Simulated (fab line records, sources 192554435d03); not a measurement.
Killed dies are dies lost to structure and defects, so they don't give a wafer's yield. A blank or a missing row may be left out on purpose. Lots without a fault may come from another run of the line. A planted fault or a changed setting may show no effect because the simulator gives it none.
fab line records | flow n5_finfet
record lots=24 wafers=72 last_day=17
route steps=1938 shown DUMMY_GATE@246 SD_EPI_N@273 ILD0@340 SDB@356
lots that met no fault: from a run of the same line without faults
start_h: hours from the record's first day to the start of the lot's first wafer shown | wait_h: hours since the lot's step before | " the same as in the row above | L1.1+2: a row that stands for several wafers | - no value, or no start given | * or withheld: withheld | < > ~ a bound
route shown NAME@n: a module of which the file shows steps, and the number in the route of the first | usual: mean/standard deviation of fault-free wafers | same: alike in all rows | chamber/n: place in a boat | sites: the reading at each site | _std_site: their standard deviation | _edge_site: outer sites' mean less inner sites' | radius_mm: how far each site lies from the wafer's centre | mask NAME#n: copy n | behind: the tool/chamber that last shaped the wafer | hold: why the lot was held/for how many hours/how that ended | device: the transistor (n, p or np) that didn't switch | end of line: the same wafers' tests at the end of the route | a step without rows: its recipe alone | killed: dies lost to structure and defects at the first sort, not the wafer's yield | map: a wafer's dies, x killed, . not, _ none there
set.NAME: the setting as run; set.NAME@STEP: as run at that earlier step | model.NAME: the simulator's own value behind a step, which no gauge read
steps of the route over a sample of lots; a table a step, a row a wafer
services: from which hour (start_h, from the record's first day; less than 0 if before it) a tool's chamber was out of use, for how many hours, and why
## steps
# step N5_DUMMY_GATE_ETCH_32
# recipe chemistry=CF4 target=SiO2 target_depth_a=35 time_s=3.9 ion_energy_ev=350 pressure_mtorr=10 icp_w=800 bias_w=400 cf4_flow_sccm=80
# usual drypump_motor_current_A=5.7/0.37 oes_product_au=1.014/0.018 throttle_valve_pct=21.71/0.22
# columns lot.wafer tool chamber start_h wait_h drypump_motor_current_A oes_product_au rf_hours_counter_h throttle_valve_pct
L074.3 rie_si-03 2 46.98 0.1 6.0 1.023 108 21.54
L074.5 " 1 " " 6.0 1.025 - 21.78
L074.6 " 0 " " 5.9 1.008 - 21.59
L075.3 rie_si-03 0 51.62 0.1 5.9 0.997 79 21.57
L075.4 " 3 " " 5.3 1.031 34 21.53
L075.6 " 2 " " 6.0 1.023 - 21.57
L076.3 rie_si-06 1 67.85 0.1 6.2 1.001 81 22.32
L076.4 " 0 " " 5.9 1.011 124 21.81
L076.6 " 3 " " 5.7 0.997 - 21.48
L077.2 rie_si-05 2 72.59 0.1 5.0 0.989 66 21.65
L077.5 " 1 " " 4.8 1.017 - 21.63
L077.6 " 2 " " 5.0 0.977 - 21.66
L078.1 rie_si-06 3 76.42 0.1 5.7 1.004 173 21.49
L078.3 " 2 " " 6.0 1.026 26 21.89
L078.6 " 1 " " 6.1 1.006 - 22.33
L079.1 rie_si-03 1 80.32 0.1 6.0 1.022 136 21.77
L079.3 " 2 " " 6.1 1.016 108 21.54
L079.5 " 3 " " 5.3 1.038 - 21.54
L080.1 rie_si-06 3 83.29 0.1 5.7 0.993 173 21.49
L080.2 " 1 " " 6.2 1.000 81 22.31
L080.4 " 2 " " 5.9 1.026 26 21.88
L081.2 rie_si-05 3 92.79 0.1 5.7 0.988 59 21.77
L081.5 " 1 " " 4.8 1.013 - 21.63
L081.6 " 0 " " 5.8 1.024 - 21.99
L082.1 rie_si-03 2 95.28 0.1 6.0 1.021 109 21.56
L082.2 " 3 " " 5.3 1.039 34 21.53
L082.3 " 1 " " 6.0 1.027 136 21.78
L083.3 rie_si-05 3 101.13 0.1 5.7 0.978 59 21.77
L083.4 " 0 " " 5.8 1.026 181 21.99
L083.5 " 1 " " 4.8 1.017 - 21.64
L084.3 rie_si-03 1 109.45 0.1 6.0 1.030 137 21.79
L084.4 " 0 " " 5.9 0.990 80 21.58
L084.6 " 0 " " 5.9 0.991 - 21.58
L085.2 rie_si-06 1 122.31 0.1 6.2 0.995 81 22.30
L085.4 " 3 " " 5.7 0.999 174 21.48
L085.5 " 1 " " 6.2 0.996 - 22.30
L086.2 rie_si-03 3 122.76 0.1 5.3 1.039 35 21.51
L086.3 " 1 " " 6.0 1.027 137 21.77
L086.5 " 2 " " 6.0 1.015 - 21.55
L087.3 rie_si-06 2 128.06 0.1 5.9 1.016 27 21.87
L087.4 " 0 " " 5.9 1.007 125 21.82
L087.5 " 1 " " 6.1 0.995 - 22.30
L088.1 rie_si-03 0 134.09 0.1 5.8 0.980 81 21.59
L088.3 " 1 " " 6.0 1.026 137 21.78
L088.5 " 3 " " 5.3 1.038 - 21.52
L089.1 rie_si-03 2 136.89 0.1 6.0 1.031 109 21.56
L089.5 " 2 " " 6.0 1.019 - 21.55
L089.6 " 1 " " 6.0 1.037 - 21.78
L090.2 rie_si-03 3 144.21 0.1 5.3 1.041 35 21.53
L090.5 " 2 " " 6.1 1.011 - 21.55
L090.6 " 3 " " 5.3 1.046 - 21.53
L091.1 rie_si-06 0 151.10 0.1 5.9 1.012 126 21.81
L091.2 " 1 " " 6.2 0.998 82 22.32
L091.6 " 2 " " 5.9 1.029 - 21.89
L092.1 rie_si-05 3 160.46 0.1 5.7 0.994 60 21.78
L092.3 " 0 " " 5.8 1.020 182 21.98
L092.4 " 1 " " 4.8 1.004 67 21.63
L093.2 rie_si-03 0 164.92 0.1 5.9 0.987 81 21.59
L093.4 " 3 " " 5.3 1.040 36 21.53
L093.5 " 0 " " 5.9 0.979 - 21.59
L094.1 rie_si-03 1 168.24 0.1 6.0 1.020 138 21.78
L094.2 " 0 " " 5.9 0.985 82 21.58
L094.3 " 2 " " 6.0 1.020 110 21.55
L095.2 rie_si-03 3 172.84 0.1 5.3 1.042 36 21.53
L095.3 " 2 " " 6.1 1.028 110 21.55
L095.5 " 2 " " 6.1 1.021 - 21.55
L096.2 rie_si-03 0 182.73 0.1 5.9 0.992 82 21.58
L096.4 " 3 " " 5.3 1.054 36 21.52
L096.5 " 1 " " 6.0 1.021 - 21.77
L097.1 rie_si-03 0 184.53 0.1 5.9 0.996 82 21.60
L097.3 " 1 " " 6.0 1.028 138 21.77
L097.5 " 2 " " 6.1 1.019 - 21.55
# step N5_SD_EPI_N_DESCUM_14
# recipe chemistry=O2 time_s=7.9 source_power_w=50 bias_power_w=20 pressure_mtorr=20 rf_frequency_hz=2.712e+07 temp_c=40 resist=CAR-ArF-block o2_flow_sccm=225
# usual drypump_motor_current_A=5.7/0.46 o2_flow_sccm=224.9/0.67 oes_product_au=0.80/0.062 rf_vpp_V=243.9/1 showerhead_plenum_p_Torr=2.14/0.049 throttle_valve_pct=20.47/0.24
# columns lot.wafer tool chamber start_h wait_h drypump_motor_current_A o2_flow_sccm oes_product_au rf_hours_counter_h rf_vpp_V showerhead_plenum_p_Torr throttle_valve_pct
L074.3 rie_diel-06 3 48.50 0.0 5.7 225.1 0.89 43 244.0 2.14 20.55
L074.5 " 3 " " 5.7 224.9 0.89 - 244.2 2.14 20.55
L074.6 " 2 " " 5.5 224.5 0.84 - 244.9 2.11 20.17
L075.3 rie_diel-02 0 53.37 0.0 6.5 224.6 0.93 18 245.7 2.21 20.29
L075.4 " 1 " " 6.2 225.8 0.72 186 243.9 2.07 20.14
L075.6 " 0 " " 6.5 224.6 0.93 - 245.3 2.21 20.29
L076.3 rie_diel-06 1 70.20 0.2 5.7 224.3 0.71 166 244.8 2.19 20.58
L076.4 " 3 " " 5.7 225.2 0.87 51 242.7 2.14 20.57
L076.6 " 3 " " 5.7 225.2 0.87 - 243.5 2.14 20.56
L077.2 rie_diel-05 0 74.22 0.2 5.5 223.9 0.83 81 243.6 2.12 20.67
L077.5 " 3 " " 5.4 224.7 0.86 - 244.3 2.24 20.32
L077.6 " 2 " " 4.9 224.7 0.77 - 243.6 2.18 20.11
L078.1 rie_diel-05 1 78.43 0.3 6.2 225.9 0.89 46 244.3 2.14 20.56
L078.3 " 0 " " 5.5 225.7 0.83 83 242.8 2.12 20.65
L078.6 " 1 " " 6.2 225.2 0.89 - 243.4 2.14 20.55
L079.1 rie_diel-06 2 82.12 0.0 5.5 225.4 0.82 79 243.5 2.11 20.18
L079.3 " 1 " " 5.7 224.5 0.72 171 242.8 2.18 20.58
L079.5 " 3 " " 5.7 224.4 0.87 - 245.2 2.13 20.57
L080.1 rie_diel-05 1 84.98 0.0 6.2 224.3 0.88 48 242.5 2.14 20.56
L080.2 " 2 " " 4.9 225.7 0.77 154 245.5 2.18 20.10
L080.4 " 0 " " 5.5 224.2 0.83 84 244.0 2.12 20.65
L081.2 rie_diel-05 1 94.48 0.0 6.2 225.1 0.88 50 244.0 2.13 20.57
L081.5 " 3 " " 5.5 224.7 0.86 - 244.3 2.24 20.36
L081.6 " 0 " " 5.5 225.8 0.82 - 243.5 2.12 20.66
L082.1 rie_diel-05 2 97.20 0.3 4.9 224.3 0.76 157 244.8 2.18 20.13
L082.2 " 3 " " 5.5 225.4 0.86 61 244.3 2.24 20.34
L082.3 " 0 " " 5.5 225.0 0.82 89 240.4 2.12 20.67
L083.3 rie_diel-05 0 103.31 0.2 5.5 225.7 0.81 90 242.7 2.12 20.65
L083.4 " 1 " " 6.2 224.5 0.88 54 243.3 2.13 20.57
L083.5 " 3 " " 5.5 225.6 0.85 - 245.8 2.24 20.35
L084.3 rie_diel-05 1 111.33 0.0 6.2 224.7 0.87 58 244.5 2.13 20.56
L084.4 " 3 " " 5.5 224.8 0.84 65 245.2 2.24 20.34
L084.6 " 3 " " 5.5 225.1 0.85 - 242.8 2.24 20.35
L085.2 rie_diel-02 2 123.94 0.0 5.1 223.9 0.73 175 243.7 2.10 20.96
L085.4 " 1 " " 6.3 224.8 0.71 210 241.8 2.06 20.17
L085.5 " 1 " " 6.3 225.6 0.71 - 242.2 2.06 20.17
L086.2 rie_diel-06 1 124.42 0.1 5.7 224.9 0.70 186 244.6 2.18 20.60
L086.3 " 3 " " 5.7 225.4 0.85 69 243.6 2.13 20.60
L086.5 " 2 " " 5.5 224.5 0.81 - 243.9 2.10 20.21
L087.3 rie_diel-06 3 129.51 0.0 5.7 223.6 0.86 70 242.7 2.13 20.59
L087.4 " 0 " " 6.4 225.5 0.72 181 243.3 2.09 20.86
L087.5 " 2 " " 5.5 226.5 0.80 - 244.6 2.10 20.22
L088.1 rie_diel-05 1 136.26 0.0 6.2 224.7 0.86 66 244.5 2.13 20.59
L088.3 " 2 " " 4.9 225.0 0.75 171 242.5 2.18 20.13
L088.5 " 1 " " 6.2 224.6 0.85 - 242.6 2.13 20.58
L089.1 rie_diel-05 1 138.46 0.0 6.2 224.3 0.85 66 245.2 2.13 20.60
L089.5 " 1 " " 6.2 224.8 0.85 - 242.4 2.13 20.57
L089.6 " 0 " " 5.5 224.8 0.80 - 244.2 2.11 20.69
L090.2 rie_diel-06 0 147.32 0.5 6.4 225.6 0.72 187 244.0 2.09 20.86
L090.5 " 0 " " 6.4 225.8 0.72 - 243.1 2.09 20.86
L090.6 " 1 " " 5.7 224.2 0.71 - 244.0 2.18 20.62
L091.1 rie_diel-05 1 154.04 0.6 6.2 225.5 0.85 72 241.8 2.13 20.60
L091.2 " 3 " " 5.4 224.4 0.83 80 244.9 2.23 20.38
L091.6 " 1 " " 6.2 225.7 0.86 - 243.2 2.13 20.59
L092.1 rie_diel-05 1 162.69 0.4 6.2 223.8 0.85 76 243.0 2.12 20.60
L092.3 " 2 " " 4.9 224.9 0.74 181 244.6 2.17 20.15
L092.4 " 0 " " 5.5 225.2 0.79 111 243.1 2.11 20.70
L093.2 rie_diel-06 3 167.14 0.7 5.7 225.0 0.84 86 242.3 2.12 20.63
L093.4 " 2 " " 5.5 224.0 0.79 112 243.6 2.09 20.25
L093.5 " 2 " " 5.5 224.9 0.78 - 246.0 2.09 20.24
L094.1 rie_diel-06 2 170.54 0.8 5.5 223.4 0.78 113 242.5 2.09 20.26
L094.2 " 1 " " 5.7 225.3 0.69 201 244.6 2.17 20.63
L094.3 " 0 " " 6.4 225.5 0.70 198 244.1 2.08 20.87
L095.2 rie_diel-06 2 174.42 0.0 5.5 226.1 0.78 115 244.2 2.09 20.25
L095.3 " 3 " " 5.7 225.2 0.82 89 244.0 2.12 20.64
L095.5 " 3 " " 5.7 225.1 0.83 - 242.4 2.12 20.63
L096.2 rie_diel-02 2 184.36 0.1 5.1 224.4 0.72 190 244.7 2.10 20.96
L096.4 " 0 " " 6.5 225.4 0.87 55 244.7 2.20 20.35
L096.5 " 1 " " 6.3 225.3 0.70 - 243.4 2.05 20.19
L097.1 rie_diel-05 3 186.70 0.0 5.5 224.9 0.81 94 244.1 2.23 20.39
L097.3 " 1 " " 6.2 225.1 0.84 88 243.5 2.12 20.63
L097.5 " 2 " " 4.9 224.7 0.73 - 245.1 2.17 20.18
# step N5_SD_EPI_N_ETCH_34
# recipe chemistry=CF4 target=SiARC target_depth_a=455 mask_material=CAR-ArF-block time_s=75.8 ion_energy_ev=80 pressure_mtorr=40 source_w=545 bias_w=36 Ar_flow_sccm=100 cf4_flow_sccm=100 ends=cleared
# usual drypump_motor_current_A=5.7/0.46 etch_rf_on_time_s=75.1/1.2 oes_product_au=0.68/0.051 rf_vpp_V=184.6/0.87 showerhead_plenum_p_Torr=2.19/0.039 throttle_valve_pct=15.60/0.2
# columns lot.wafer tool chamber start_h wait_h drypump_motor_current_A etch_rf_on_time_s oes_product_au rf_hours_counter_h rf_vpp_V showerhead_plenum_p_Torr throttle_valve_pct
L074.3 rie_diel-06 3 48.54 0.0 5.7 76.6 0.75 43 185.0 2.18 15.58
L074.5 " 3 " " 5.7 75.8 0.75 - 184.5 2.18 15.60
L074.6 " 2 " " 5.5 76.3 0.71 - 184.1 2.17 15.44
L075.3 rie_diel-02 0 53.41 0.0 6.6 74.5 0.79 18 185.1 2.26 15.48
L075.4 " 1 " " 6.3 77.5 0.62 186 184.0 2.13 15.42
L075.6 " 0 " " 6.5 74.8 0.79 - 186.2 2.26 15.48
L076.3 rie_diel-06 1 70.23 0.0 5.7 74.0 0.63 166 184.2 2.22 15.70
L076.4 " 3 " " 5.7 74.9 0.75 51 183.6 2.18 15.62
L076.6 " 3 " " 5.7 74.8 0.75 - 184.5 2.18 15.62
L077.2 rie_diel-05 0 74.25 0.0 5.5 72.2 0.71 81 185.5 2.17 15.79
L077.5 " 3 " " 5.5 74.1 0.74 - 185.3 2.26 15.30
L077.6 " 2 " " 4.9 75.6 0.65 - 185.9 2.22 15.35
L078.1 rie_diel-05 1 78.46 0.0 6.2 73.7 0.76 46 184.1 2.18 15.61
L078.3 " 0 " " 5.5 72.8 0.71 83 184.7 2.17 15.79
L078.6 " 1 " " 6.2 74.2 0.76 - 184.0 2.18 15.59
L079.1 rie_diel-06 2 82.15 0.0 5.5 75.1 0.70 79 184.9 2.17 15.46
L079.3 " 1 " " 5.7 73.0 0.63 171 183.1 2.22 15.71
L079.5 " 3 " " 5.7 74.8 0.74 - 184.8 2.18 15.63
L080.1 rie_diel-05 1 85.01 0.0 6.2 74.8 0.74 48 182.9 2.18 15.61
L080.2 " 2 " " 4.9 76.5 0.65 154 185.7 2.22 15.35
L080.4 " 0 " " 5.5 72.3 0.70 84 185.3 2.17 15.80
L081.2 rie_diel-05 1 94.51 0.0 6.2 73.9 0.75 50 183.9 2.18 15.61
L081.5 " 3 " " 5.5 74.8 0.74 - 184.8 2.25 15.34
L081.6 " 0 " " 5.5 72.1 0.71 - 185.3 2.17 15.78
L082.1 rie_diel-05 2 97.23 0.0 4.9 76.5 0.65 157 183.2 2.22 15.36
L082.2 " 3 " " 5.5 74.5 0.74 61 185.1 2.25 15.34
L082.3 " 0 " " 5.5 72.7 0.71 89 184.7 2.17 15.78
L083.3 rie_diel-05 0 103.34 0.0 5.5 72.2 0.70 90 184.4 2.17 15.81
L083.4 " 1 " " 6.2 74.5 0.75 54 184.9 2.18 15.61
L083.5 " 3 " " 5.5 74.6 0.73 - 184.7 2.25 15.33
L084.3 rie_diel-05 1 111.36 0.0 6.2 74.9 0.74 58 184.0 2.18 15.64
L084.4 " 3 " " 5.5 75.9 0.72 65 184.3 2.25 15.32
L084.6 " 3 " " 5.5 75.3 0.72 - 185.3 2.25 15.33
L085.2 rie_diel-02 2 123.97 0.0 5.1 76.6 0.62 175 183.7 2.14 16.03
L085.4 " 1 " " 6.3 76.4 0.61 210 183.8 2.12 15.46
L085.5 " 1 " " 6.3 76.0 0.61 - 185.1 2.12 15.49
L086.2 rie_diel-06 1 124.46 0.0 5.7 75.4 0.60 186 184.0 2.21 15.72
L086.3 " 3 " " 5.7 74.7 0.73 69 184.2 2.17 15.65
L086.5 " 2 " " 5.5 76.3 0.67 - 185.6 2.16 15.49
L087.3 rie_diel-06 3 129.55 0.0 5.7 74.4 0.73 70 184.1 2.17 15.67
L087.4 " 0 " " 6.4 75.3 0.61 181 183.6 2.13 15.92
L087.5 " 2 " " 5.5 75.2 0.68 - 184.4 2.16 15.52
L088.1 rie_diel-05 1 136.30 0.0 6.2 75.2 0.73 66 184.8 2.18 15.64
L088.3 " 2 " " 4.9 77.0 0.63 171 184.2 2.22 15.40
L088.5 " 1 " " 6.2 75.6 0.73 - 185.2 2.18 15.64
L089.1 rie_diel-05 1 138.50 0.0 6.2 76.4 0.73 66 183.5 2.18 15.63
L089.5 " 1 " " 6.2 76.3 0.72 - 183.3 2.18 15.65
L089.6 " 0 " " 5.5 73.4 0.69 - 183.1 2.16 15.84
L090.2 rie_diel-06 0 147.35 0.0 6.4 76.0 0.61 187 183.2 2.13 15.93
L090.5 " 0 " " 6.4 75.4 0.61 - 184.8 2.13 15.92
L090.6 " 1 " " 5.7 74.7 0.61 - 185.4 2.21 15.76
L091.1 rie_diel-05 1 154.08 0.0 6.2 74.9 0.72 72 184.2 2.17 15.66
L091.2 " 3 " " 5.5 75.8 0.71 80 185.4 2.25 15.37
L091.6 " 1 " " 6.2 74.6 0.72 - 184.8 2.17 15.67
L092.1 rie_diel-05 1 162.72 0.0 6.2 75.1 0.72 76 184.6 2.17 15.67
L092.3 " 2 " " 4.9 77.6 0.62 181 185.6 2.21 15.39
L092.4 " 0 " " 5.5 73.5 0.68 111 185.0 2.16 15.85
L093.2 rie_diel-06 3 167.17 0.0 5.7 74.6 0.70 86 184.4 2.17 15.69
L093.4 " 2 " " 5.5 75.3 0.68 112 184.1 2.16 15.53
L093.5 " 2 " " 5.5 76.1 0.67 - 185.5 2.16 15.53
L094.1 rie_diel-06 2 170.58 0.0 5.5 76.5 0.66 113 184.2 2.16 15.53
L094.2 " 1 " " 5.7 74.3 0.61 201 185.1 2.21 15.76
L094.3 " 0 " " 6.4 76.1 0.60 198 184.0 2.13 15.95
L095.2 rie_diel-06 2 174.45 0.0 5.5 75.6 0.66 115 184.1 2.16 15.54
L095.3 " 3 " " 5.7 74.8 0.70 89 184.3 2.17 15.70
L095.5 " 3 " " 5.7 74.9 0.71 - 184.8 2.17 15.69
L096.2 rie_diel-02 2 184.40 0.0 5.1 76.6 0.61 190 182.6 2.14 16.07
L096.4 " 0 " " 6.5 73.6 0.75 55 186.0 2.25 15.55
L096.5 " 1 " " 6.3 75.1 0.61 - 184.1 2.11 15.50
L097.1 rie_diel-05 3 186.73 0.0 5.5 74.8 0.70 94 185.1 2.24 15.37
L097.3 " 1 " " 6.2 74.6 0.71 88 184.7 2.17 15.70
L097.5 " 2 " " 4.9 76.3 0.62 - 185.4 2.21 15.40
# step N5_ILD0_CMP_07
# recipe stop_on=poly-Si material=SiO2_flowable t_overpolish_s=1.18 post_cmp_clean=alkaline_brush down_force_psi=4.1491 platen_rpm=51.796 pad_velocity_m_s=1.0306 target_thk_nm=138.88
# usual head_pressure_psi=4.149/0.0099 motor_current_A=12.6/1.1 pad_life_wafers=1126/750
# same t_overpolish_s=1.18
# columns lot.wafer tool chamber start_h wait_h head_pressure_psi motor_current_A pad_life_wafers
L074.3 cmp-04 3 61.70 0.2 4.145 14.5 1075
L074.6 " 2 " " 4.145 11.9 -
L074.5 " 3 " " 4.149 15.0 -
L075.4 cmp-01 1 65.29 0.1 4.149 12.2 1501
L075.3 " 3 " " 4.153 11.8 1503
L075.6 " 1 " " 4.139 12.5 -
L076.4 cmp-04 3 82.39 0.0 4.167 14.4 1278
L076.3 " 0 " " 4.147 14.0 1279
L076.6 " 0 " " 4.141 14.3 -
L077.2 cmp-01 2 86.52 0.2 4.145 12.0 1676
L077.5 " 0 " " 4.125 12.6 -
L077.6 " 1 " " 4.135 12.7 -
L078.1 cmp-02 3 92.36 0.1 4.160 11.1 199
L078.3 " 1 " " 4.144 12.9 201
L078.6 " 2 " " 4.163 12.3 -
L079.3 cmp-02 0 95.65 0.0 4.180 13.0 240
L079.1 " 2 " " 4.154 13.0 242
L079.5 " 0 " " 4.149 13.0 -
L080.4 cmp-01 1 98.39 0.4 4.146 12.4 1812
L080.2 " 2 " " 4.149 11.0 1813
L080.1 " 0 " " 4.144 12.4 1815
L081.2 cmp-01 2 107.09 0.1 4.148 12.1 1910
L081.6 " 0 " " 4.147 12.0 -
L081.5 " 1 " " 4.163 12.6 -
L082.1 cmp-02 0 110.77 0.0 4.170 13.3 324
L082.3 " 2 " " 4.136 13.6 326
L082.2 " 3 " " 4.162 11.2 327
L083.3 cmp-01 0 115.13 0.0 4.150 12.5 1998
L083.4 " 3 " " 4.153 11.8 2001
L083.5 " 1 " " 4.165 13.2 -
L084.3 cmp-02 2 124.23 0.0 4.138 12.4 456
L084.4 " 0 " " 4.140 13.1 458
L084.6 " 3 " " 4.146 11.5 -
L085.4 cmp-01 0 136.41 0.1 4.143 13.7 73
L085.2 " 2 " " 4.146 11.7 75
L085.5 " 3 " " 4.138 11.9 -
L086.3 cmp-04 3 137.46 0.0 4.144 14.2 1560
L086.2 " 2 " " 4.147 11.6 1563
L086.5 " 3 " " 4.144 14.9 -
L087.4 cmp-04 2 142.64 0.0 4.162 12.2 1608
L087.3 " 0 " " 4.160 14.9 1610
L087.5 " 3 " " 4.146 14.5 -
L088.1 cmp-04 0 149.81 0.0 4.157 14.9 1656
L088.3 " 2 " " 4.162 12.3 1658
L088.5 " 1 " " 4.142 11.1 -
L089.1 cmp-01 2 150.17 0.0 4.132 12.1 192
L089.5 " 2 " " 4.147 12.4 -
L089.6 " 3 " " 4.160 11.7 -
L090.2 cmp-01 0 161.92 0.0 4.145 11.8 318
L090.6 " 0 " " 4.148 13.0 -
L090.5 " 1 " " 4.151 13.0 -
L091.1 cmp-01 0 167.51 0.2 4.145 12.8 384
L091.2 " 3 " " 4.156 12.4 387
L091.6 " 0 " " 4.158 12.5 -
L092.4 cmp-04 0 175.28 0.0 4.153 14.9 1902
L092.1 " 1 " " 4.157 11.0 1903
L092.3 " 3 " " 4.147 13.7 1905
L093.4 cmp-04 0 179.59 0.0 4.124 14.4 1974
L093.2 " 2 " " 4.140 12.0 1976
L093.5 " 0 " " 4.134 14.1 -
L094.1 cmp-04 1 183.92 0.2 4.150 11.2 2040
L094.2 " 2 " " 4.143 12.6 2041
L094.3 " 0 " " 4.156 14.8 2043
L095.3 cmp-04 0 187.37 0.2 4.135 14.1 2124
L095.2 " 2 " " 4.152 12.6 2126
L095.5 " 0 " " 4.142 13.6 -
L096.2 cmp-01 2 196.42 0.1 4.164 11.8 643
L096.4 " 0 " " 4.135 13.1 645
L096.5 " 2 " " 4.156 11.7 -
L097.1 cmp-04 3 198.68 0.1 4.152 14.1 43
L097.3 " 1 " " 4.155 11.0 45
L097.5 " 2 " " 4.137 12.3 -
# step N5_ILD0_THK_MEAS_13
# usual thk_nm=18.1/1.1
# columns lot.wafer tool chamber start_h wait_h thk_nm
L074.3 film_metro-01 - 65.17 - 17.3
L074.5 " - " " 19.4
L074.6 " - " " 16.2
L075.3 film_metro-02 - 68.76 - 15.6
L075.4 " - " " 15.6
L075.6 " - " " 15.5
L076.3 film_metro-01 - 85.90 - 18.8
L076.4 " - " " 19.4
L076.6 " - " " 19.9
L077.2 film_metro-01 - 89.96 - 16.9
L077.5 " - " " 18.7
L077.6 " - " " 17.1
L078.1 film_metro-02 - 95.85 - 17.8
L078.3 " - " " 19.0
L078.6 " - " " 17.6
L079.1 film_metro-01 - 99.38 - 18.1
L079.3 " - " " 19.2
L079.5 " - " " 18.8
L080.1 film_metro-01 - 102.13 - 20.2
L080.2 " - " " 18.5
L080.4 " - " " 18.0
L081.2 film_metro-02 - 110.53 - 18.5
L081.5 " - " " 18.4
L081.6 " - " " 18.9
L082.1 film_metro-02 - 114.27 - 18.4
L082.2 " - " " 18.8
L082.3 " - " " 17.6
L083.3 film_metro-01 - 118.92 - 18.4
L083.4 " - " " 17.4
L083.5 " - " " 18.5
L084.3 film_metro-02 - 127.74 - 19.2
L084.4 " - " " 17.3
L084.6 " - " " 19.1
L085.2 film_metro-01 - 139.88 - 19.9
L085.4 " - " " 18.0
L085.5 " - " " 19.0
L086.2 film_metro-02 - 140.97 - 19.9
L086.3 " - " " 17.1
L086.5 " - " " 16.9
L087.3 film_metro-02 - 146.16 - 19.1
L087.4 " - " " 18.4
L087.5 " - " " 19.1
L088.1 film_metro-01 - 153.32 - 18.2
L088.3 " - " " 17.9
L088.5 " - " " 17.3
L089.1 film_metro-01 - 153.67 - 16.5
L089.5 " - " " 16.2
L089.6 " - " " 18.0
L090.2 film_metro-02 - 165.45 - 15.9
L090.5 " - " " 18.7
L090.6 " - " " 17.4
L091.1 film_metro-02 - 171.02 - 18.5
L091.2 " - " " 18.5
L091.6 " - " " 17.6
L092.1 film_metro-01 - 178.93 - 17.9
L092.3 " - " " 18.1
L092.4 " - " " 18.9
L093.2 film_metro-01 - 183.27 - 17.5
L093.4 " - " " 18.5
L093.5 " - " " 17.4
L094.1 film_metro-01 - 187.44 - 18.0
L094.2 " - " " 17.1
L094.3 " - " " 18.0
L095.2 film_metro-02 - 191.31 - 17.6
L095.3 " - " " 18.1
L095.5 " - " " 18.1
L096.2 film_metro-01 - 199.94 - 17.0
L096.4 " - " " 16.6
L096.5 " - " " 18.1
L097.1 film_metro-01 - 202.15 - 18.4
L097.3 " - " " 19.0
L097.5 " - " " 18.6
# step N5_SDB_CD_MEAS_11
# recipe target_cd_nm=50 landing_energy_ev=500 detector=se_inlens polarity=opening
# usual cd_nm=49.6/1.1
# same landing_energy_ev=500
# columns lot.wafer tool chamber start_h wait_h cd_nm
L074.3 cd_sem-01 0 65.69 - 47.7
L074.5 " 0 " " 46.8
L074.6 " 0 " " 46.8
L075.3 cd_sem-01 0 69.15 - 50.2
L075.4 " 0 " " 51.5
L075.6 " 0 " " 51.6
L076.3 cd_sem-02 0 86.29 - 48.9
L076.4 " 0 " " 48.6
L076.6 " 0 " " 47.8
L077.2 cd_sem-02 0 90.47 - 47.9
L077.5 " 0 " " 48.6
L077.6 " 0 " " 49.2
L078.1 cd_sem-03 0 96.38 - 48.7
L078.3 " 0 " " 49.9
L078.6 " 0 " " 50.4
L079.1 cd_sem-01 0 99.93 - 49.0
L079.3 " 0 " " 48.3
L079.5 " 0 " " 50.5
L080.1 cd_sem-02 0 102.51 - 50.2
L080.2 " 0 " " 48.5
L080.4 " 0 " " 50.0
L081.2 cd_sem-03 0 111.05 - 51.2
L081.5 " 0 " " 52.0
L081.6 " 0 " " 48.7
L082.1 cd_sem-01 0 114.66 - 49.5
L082.2 " 0 " " 49.3
L082.3 " 0 " " 50.3
L083.3 cd_sem-01 0 119.43 - 49.2
L083.4 " 0 " " 49.4
L083.5 " 0 " " 48.7
L084.3 cd_sem-03 0 128.25 - 51.6
L084.4 " 0 " " 48.4
L084.6 " 0 " " 50.2
L085.2 cd_sem-02 0 140.51 - 50.8
L085.4 " 0 " " 48.3
L085.5 " 0 " " 49.6
L086.2 cd_sem-01 0 141.36 - 50.7
L086.3 " 0 " " 50.5
L086.5 " 0 " " 50.8
L087.3 cd_sem-01 0 146.55 - 51.4
L087.4 " 0 " " 51.6
L087.5 " 0 " " 50.6
L088.1 cd_sem-03 0 153.83 - 51.2
L088.3 " 0 " " 50.2
L088.5 " 0 " " 50.5
L089.1 cd_sem-03 0 154.06 - 49.7
L089.5 " 0 " " 49.7
L089.6 " 0 " " 50.6
L090.2 cd_sem-03 0 165.97 - 51.3
L090.5 " 0 " " 50.7
L090.6 " 0 " " 50.4
L091.1 cd_sem-02 0 171.56 - 49.7
L091.2 " 0 " " 49.4
L091.6 " 0 " " 50.4
L092.1 cd_sem-01 0 179.44 - 48.6
L092.3 " 0 " " 48.4
L092.4 " 0 " " 47.9
L093.2 cd_sem-03 0 183.66 - 49.4
L093.4 " 0 " " 50.7
L093.5 " 0 " " 48.2
L094.1 cd_sem-01 0 187.95 - 49.2
L094.2 " 0 " " 50.0
L094.3 " 0 " " 47.0
L095.2 cd_sem-02 0 191.70 - 49.4
L095.3 " 0 " " 50.0
L095.5 " 0 " " 49.0
L096.2 cd_sem-03 0 200.45 - 49.8
L096.4 " 0 " " 49.9
L096.5 " 0 " " 50.0
L097.1 cd_sem-01 0 202.66 - 49.9
L097.3 " 0 " " 49.7
L097.5 " 0 " " 49.2
## services
# columns tool chamber start_h hours kind
cmp-02 - 28.14 0.3 repair
cmp-04 - 29.94 6.9 pm
cmp-04 - 37.19 0.6 repair
rie_diel-02 - 41.23 0.6 repair
cmp-01 - 42.02 0.6 repair
rie_si-05 2 60.03 2.3 repair
cmp-02 - 60.58 4.0 pm
rie_diel-02 0 64.99 3.1 repair
cmp-02 - 79.23 1.9 repair
cmp-04 - 82.95 6.9 pm
rie_diel-06 3 91.74 2.4 repair
cmp-04 - 93.07 14.5 repair
cmp-02 - 95.88 5.4 pm
rie_si-05 0 106.32 2.1 repair
cmp-04 - 107.92 2.0 repair
cmp-01 - 121.33 4.0 pm
cmp-02 - 148.75 66.2 repair
rie_diel-02 - 156.72 16.8 repair
rie_diel-06 1 161.09 4.9 repair
rie_diel-05 2 164.28 5.6 repair
rie_si-05 0 169.40 4.9 repair
cmp-01 - 182.65 5.5 pm
cmp-04 - 192.23 4.0 pm
cmp-04 - 196.23 - consumable_replace:conditioner
## key
fault none
